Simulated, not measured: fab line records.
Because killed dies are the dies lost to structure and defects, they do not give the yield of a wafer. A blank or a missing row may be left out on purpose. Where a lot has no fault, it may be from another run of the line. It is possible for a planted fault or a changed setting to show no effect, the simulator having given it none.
Chamber matching / flow n5 finfet / N5_SD_EPI_N_ETCH_34 on rie diel-01: 4 sister chambers
The step etches SiARC in CF4, target depth 45.5 nm, time 75.8 s. 4 wafers are shown with their chamber, then 12 later ones without.

WAFERS, EACH WITH ITS CHAMBER
wafer=L084.4; chamber=1; drypump motor current A (A)=5.8
wafer=L087.6; chamber=3; drypump motor current A (A)=5.6
wafer=L089.3; chamber=2; drypump motor current A (A)=6.5
wafer=L089.6; chamber=0; drypump motor current A (A)=5.9

WAFERS WITH NO CHAMBER GIVEN
wafer=L092.1; drypump motor current A (A)=5.9
wafer=L092.2; drypump motor current A (A)=5.8
wafer=L092.4; drypump motor current A (A)=5.9
wafer=L094.1; drypump motor current A (A)=5.9
wafer=L094.2; drypump motor current A (A)=5.8
wafer=L094.3; drypump motor current A (A)=5.6
wafer=L094.4; drypump motor current A (A)=5.8
wafer=L094.5; drypump motor current A (A)=5.6
wafer=L094.6; drypump motor current A (A)=6.0
wafer=L096.1; drypump motor current A (A)=5.6
wafer=L096.2; drypump motor current A (A)=6.4
wafer=L096.3; drypump motor current A (A)=5.8

EACH ONE'S CHAMBER
wafer=L092.1; from the rows above=0; in truth=0
wafer=L092.2; from the rows above=1; in truth=1
wafer=L092.4; from the rows above=0; in truth=0
wafer=L094.1; from the rows above=0; in truth=0
wafer=L094.2; from the rows above=1; in truth=1
wafer=L094.3; from the rows above=3; in truth=3
wafer=L094.4; from the rows above=1; in truth=1
wafer=L094.5; from the rows above=3; in truth=3
wafer=L094.6; from the rows above=0; in truth=0
wafer=L096.1; from the rows above=3; in truth=3
wafer=L096.2; from the rows above=2; in truth=2
wafer=L096.3; from the rows above=1; in truth=1
Correctly placed: 12 of 12. From these rows, 0 cannot be placed. Placed wrongly: 0.
How it was worked out, from the rows above alone: a wafer's distance from a chamber is the root of the sum, over the readings, of the square of ((its reading less the chamber's mean) divided by the reading's scatter). The wafer belongs to the nearest chamber; if the next one is less than 2 further off, it can't be placed. Each chamber's mean is taken over the wafers shown for it. The scatter: root of mean squared gap, hidden wafer to nearest shown wafer, with one shown wafer a chamber.
